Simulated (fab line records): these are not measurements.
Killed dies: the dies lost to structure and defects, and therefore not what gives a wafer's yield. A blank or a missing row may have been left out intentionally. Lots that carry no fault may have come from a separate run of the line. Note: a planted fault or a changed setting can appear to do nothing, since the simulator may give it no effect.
Chamber matching -- flow n5_finfet -- pecvd-04 running N5_BEOL_M5_PECVD_70: 3 sister chambers
The step deposits SiO2 from TEOS/O2, target thk 16 nm, time 18 s. 14 wafers are shown with their chamber, then 7 later ones without.

== WAFERS PAIRED WITH THEIR CHAMBERS ==
wafer,chamber,throttle_valve_pct (%),showerhead_plenum_p_Torr (Torr),heater_power_outer_w (W)
L075.1,0,23.1,8.80,609
L075.4,2,22.7,8.75,567
L075.6,0,23.1,8.82,596
L076.3,0,23.3,8.81,548
L076.5,0,23.0,8.82,543
L076.6,2,22.9,8.78,486
L077.2,0,23.5,8.80,529
L077.4,2,22.7,8.75,545
L077.5,0,23.1,8.82,519
L080.2,0,23.0,8.78,580
L080.3,1,25.0,8.82,488
L080.6,0,23.2,8.82,592
L084.3,1,25.1,8.85,543
L084.4,2,21.3,8.73,547

SIGNATURES (means of the wafers above)
reading,chamber 0,chamber 1,chamber 2,scatter within a chamber
throttle_valve_pct,23.163,25.050,22.400,0.409
showerhead_plenum_p_Torr,8.8087,8.8350,8.7525,0.0171
heater_power_outer_w,564.50,515.50,536.25,34.7
Rule: a wafer's distance from a chamber is the root of the sum, over the readings, of the square of ((its reading less the chamber's mean) divided by the reading's scatter). The wafer belongs to the nearest chamber; if the next one is less than 2 further off, it can't be placed. How the scatter is found: for the shown wafers, subtract from each reading the mean of its chamber, square and add these, divide the total by (wafers less chambers), then take the root.

== WAFERS WHOSE CHAMBER IS MISSING ==
wafer,throttle_valve_pct (%),showerhead_plenum_p_Torr (Torr),heater_power_outer_w (W)
L084.5,24.9,8.83,532
L088.2,21.4,8.74,493
L088.4,21.3,8.74,500
L088.5,24.8,8.84,471
L096.1,24.5,8.81,430
L096.2,23.5,8.79,571
L096.5,21.4,8.72,513

== WHICH CHAMBER EACH ONE RAN IN ==
wafer,from the rows above,in truth
L084.5,1,1
L088.2,2,2
L088.4,2,2
L088.5,1,1
L096.1,can't be placed: 1 or 0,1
L096.2,0,0
L096.5,2,2
6 of 7 placed correctly. Unplaceable from these rows: 1, with the true chamber sitting among the candidates in 1. Placed wrongly: 0.
